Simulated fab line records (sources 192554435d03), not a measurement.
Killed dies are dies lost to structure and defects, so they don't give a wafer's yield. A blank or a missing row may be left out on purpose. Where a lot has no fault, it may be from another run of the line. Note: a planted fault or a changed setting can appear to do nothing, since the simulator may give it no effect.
Matching of chambers + flow n5Finfet + N5_BEOL_M10_ILD_DEP_00 on pecvd-04: 3 sister chambers
The step deposits SiCOH lowk from DEMS/porogen, target thk 308.51 nm, time 58 s. 33 wafers are shown with their chamber, then 12 later ones without.

EACH WAFER AND ITS CHAMBER
| wafer  | chamber | throttleValvePct (%) | showerheadPlenumPTorr (Torr) | heaterPowerW (W) |
|--------|---------|----------------------|------------------------------|------------------|
| L076.3 | 1       | 13.6                 | 5.745                        | 269              |
| L076.4 | 0       | 14.7                 | 5.753                        | 296              |
| L076.6 | 0       | 14.2                 | 5.742                        | 307              |
| L079.1 | 0       | 14.6                 | 5.752                        | 237              |
| L079.2 | 1       | 14.1                 | 5.748                        | 271              |
| L079.6 | 0       | 14.7                 | 5.739                        | 259              |
| L079.3 | 0       | 14.3                 | 5.747                        | 249              |
| L079.4 | 1       | 13.8                 | 5.764                        | 279              |
| L079.5 | 1       | 13.6                 | 5.761                        | 290              |
| L080.1 | 0       | 14.5                 | 5.741                        | 304              |
| L080.2 | 1       | 13.5                 | 5.759                        | 244              |
| L080.3 | 1       | 13.8                 | 5.777                        | 261              |
| L080.4 | 0       | 14.5                 | 5.755                        | 237              |
| L080.5 | 0       | 14.8                 | 5.756                        | 254              |
| L080.6 | 1       | 13.7                 | 5.758                        | 264              |
| L084.1 | 0       | 14.7                 | 5.767                        | 257              |
| L084.2 | 1       | 14.0                 | 5.753                        | 248              |
| L084.4 | 0       | 14.5                 | 5.741                        | 271              |
| L088.2 | 0       | 14.7                 | 5.756                        | 270              |
| L088.3 | 2       | 12.9                 | 5.738                        | 250              |
| L088.5 | 2       | 12.8                 | 5.728                        | 250              |
| L095.2 | 0       | 15.0                 | 5.757                        | 286              |
| L095.5 | 0       | 14.8                 | 5.761                        | 299              |
| L095.6 | 1       | 13.7                 | 5.765                        | 284              |
| L085.2 | 0       | 14.7                 | 5.758                        | 302              |
| L085.4 | 2       | 12.7                 | 5.723                        | 245              |
| L085.6 | 0       | 15.2                 | 5.751                        | 305              |
| L089.3 | 0       | 15.0                 | 5.755                        | 296              |
| L089.5 | 2       | 12.5                 | 5.728                        | 231              |
| L089.6 | 1       | 13.8                 | 5.737                        | 305              |
| L092.2 | 1       | 13.6                 | 5.773                        | 271              |
| L092.4 | 1       | 13.8                 | 5.753                        | 279              |
| L092.6 | 2       | 12.7                 | 5.731                        | 256              |

SIGNATURES (means of the wafers above)
| reading               | chamber 0 | chamber 1 | chamber 2 | scatter within a chamber |
|-----------------------|-----------|-----------|-----------|--------------------------|
| throttleValvePct      | 14.681    | 13.750    | 12.720    | 0.216                    |
| showerheadPlenumPTorr | 5.75194   | 5.75775   | 5.72960   | 0.00916                  |
| heaterPowerW          | 276.81    | 272.08    | 246.40    | 21                       |
Rule: a wafer's distance from a chamber is the root of the sum, over the readings, of the square of ((its reading less the chamber's mean) divided by the reading's scatter). The wafer belongs to the nearest chamber; if the next one is less than 2 further off, it can't be placed. How the scatter is found: for the shown wafers, subtract from each reading the mean of its chamber, square and add these, divide the total by (wafers less chambers), then take the root.

WAFERS WITHOUT THEIR CHAMBER
| wafer  | throttleValvePct (%) | showerheadPlenumPTorr (Torr) | heaterPowerW (W) |
|--------|----------------------|------------------------------|------------------|
| L091.1 | 12.7                 | 5.735                        | 248              |
| L091.2 | 13.9                 | 5.756                        | 279              |
| L091.3 | 14.7                 | 5.744                        | 269              |
| L096.1 | 14.8                 | 5.745                        | 288              |
| L096.2 | 13.6                 | 5.773                        | 300              |
| L096.3 | 12.7                 | 5.724                        | 208              |
| L096.4 | 14.8                 | 5.748                        | 296              |
| L096.5 | 12.5                 | 5.710                        | 215              |
| L096.6 | 13.7                 | 5.747                        | 310              |
| L097.1 | 12.7                 | 5.711                        | 200              |
| L097.3 | 14.8                 | 5.748                        | 237              |
| L097.6 | 13.8                 | 5.752                        | 303              |

EACH ONE'S CHAMBER
| wafer  | from the rows above | in truth |
|--------|---------------------|----------|
| L091.1 | 2                   | 2        |
| L091.2 | 1                   | 1        |
| L091.3 | 0                   | 0        |
| L096.1 | 0                   | 0        |
| L096.2 | 1                   | 1        |
| L096.3 | 2                   | 2        |
| L096.4 | 0                   | 0        |
| L096.5 | 2                   | 2        |
| L096.6 | 1                   | 1        |
| L097.1 | 2                   | 2        |
| L097.3 | 0                   | 0        |
| L097.6 | 1                   | 1        |
Correctly placed: 12 of 12. From these rows, 0 cannot be placed. Placed wrongly: 0.
